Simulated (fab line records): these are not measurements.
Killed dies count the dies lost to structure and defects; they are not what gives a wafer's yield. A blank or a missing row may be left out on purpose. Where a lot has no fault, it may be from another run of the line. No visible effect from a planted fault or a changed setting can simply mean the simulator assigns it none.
Chamber matching	flow n5_finfet	4 sister chambers for N5_FIN_CUT_ETCH_20 on rie_diel-02
The step etches SiARC in CF4, target depth 26 nm, time 43.3 s. 20 wafers are shown with their chamber, then 10 later ones without.

WAFERS, EACH WITH ITS CHAMBER
wafer	chamber	showerhead_plenum_p_Torr (Torr)	drypump_motor_current_A (A)	throttle_valve_pct (%)
L077.1	1	2.14	6.2	15.48
L077.4	2	2.04	5.6	15.59
L077.6	1	2.14	6.2	15.50
L080.1	0	2.12	5.3	15.42
L080.2	1	2.14	6.2	15.49
L080.3	2	2.04	5.6	15.60
L080.4	3	2.27	5.5	15.20
L080.5	3	2.27	5.5	15.20
L080.6	0	2.12	5.3	15.44
L084.1	0	2.12	5.3	15.46
L084.2	3	2.26	5.6	15.18
L084.3	1	2.14	6.2	15.49
L084.4	2	2.04	5.6	15.60
L084.5	3	2.26	5.6	15.21
L084.6	0	2.12	5.3	15.44
L089.1	0	2.11	5.2	15.46
L089.5	0	2.11	5.3	15.46
L089.6	1	2.13	6.2	15.53
L092.1	2	2.04	5.6	15.63
L092.3	0	2.11	5.2	15.46

SIGNATURES (means of the wafers above)
reading	chamber 0	chamber 1	chamber 2	chamber 3	scatter within a chamber
showerhead_plenum_p_Torr	2.1157	2.1380	2.0400	2.2650	0.00469
drypump_motor_current_A	5.271	6.200	5.600	5.550	0.039
throttle_valve_pct	15.4486	15.4980	15.6050	15.1975	0.0165
Rule: for a wafer and a chamber, the distance is found by dividing, reading by reading, the gap between the wafer's reading and the chamber's mean by the reading's scatter, squaring, summing and taking the root. The wafer belongs to the nearest chamber; if the next one is less than 2 further off, it can't be placed. How the scatter is found: for the shown wafers, subtract from each reading the mean of its chamber, square and add these, divide the total by (wafers less chambers), then take the root.

WAFERS WITHOUT THEIR CHAMBER
wafer	showerhead_plenum_p_Torr (Torr)	drypump_motor_current_A (A)	throttle_valve_pct (%)
L092.4	2.26	5.5	15.25
L093.1	2.13	6.2	15.54
L093.2	2.26	5.5	15.24
L093.3	2.11	5.2	15.49
L093.4	2.04	5.6	15.64
L093.5	2.26	5.5	15.25
L093.6	2.11	5.2	15.49
L096.1	2.11	5.3	15.50
L096.4	2.13	6.2	15.57
L096.5	2.25	5.5	15.24

EACH ONE'S CHAMBER
wafer	from the rows above	in truth
L092.4	3	3
L093.1	1	1
L093.2	3	3
L093.3	0	0
L093.4	2	2
L093.5	3	3
L093.6	0	0
L096.1	0	0
L096.4	1	1
L096.5	3	3
Correctly placed: 10 of 10. Not placeable from these rows: 0. Number placed wrongly: 0.
